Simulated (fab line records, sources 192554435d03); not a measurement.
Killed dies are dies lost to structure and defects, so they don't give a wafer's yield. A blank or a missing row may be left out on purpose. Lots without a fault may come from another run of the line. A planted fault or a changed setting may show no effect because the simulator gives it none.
Chamber matching | flow n5_finfet | N5_HKMG_FIN_ALD_91 on ald_metal-03: 4 sister chambers
The step deposits TiN, target thk 1 nm, pulse time 1 s, purge time 3 s. 4 wafers are shown with their chamber, then 8 later ones without.

WAFERS WITH THEIR CHAMBER
wafer  | chamber | heater_power_w (W)
L088.3 | 1       | 1001
L088.5 | 3       | 1079
L088.6 | 0       | 813
L090.1 | 2       | 802

WAFERS WITHOUT THEIR CHAMBER
wafer  | heater_power_w (W)
L090.4 | 986
L090.6 | 821
L093.1 | 817
L093.3 | 973
L093.6 | 1075
L097.1 | 791
L097.3 | 797
L097.4 | 1055

WHICH CHAMBER EACH WENT THROUGH
wafer  | from the rows above     | in truth
L090.4 | 1                       | 1
L090.6 | can't be placed: 0 or 2 | 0
L093.1 | can't be placed: 0 or 2 | 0
L093.3 | 1                       | 1
L093.6 | 3                       | 3
L097.1 | can't be placed: 2 or 0 | 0
L097.3 | can't be placed: 2 or 0 | 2
L097.4 | can't be placed: 3 or 1 | 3
Placed correctly: 3 of 8. Can't be placed from these rows: 5 (the true chamber is among the candidates in 5). Placed wrongly: 0.
How it was worked out, from the rows above alone: a wafer's distance from a chamber is the root of the sum, over the readings, of the square of ((its reading less the chamber's mean) divided by the reading's scatter). The wafer belongs to the nearest chamber; if the next one is less than 2 further off, it can't be placed. A chamber's mean is the mean of its shown wafers. The scatter: with one shown wafer a chamber, the root of the mean of the squares of how far each hidden wafer lies from its nearest shown one.
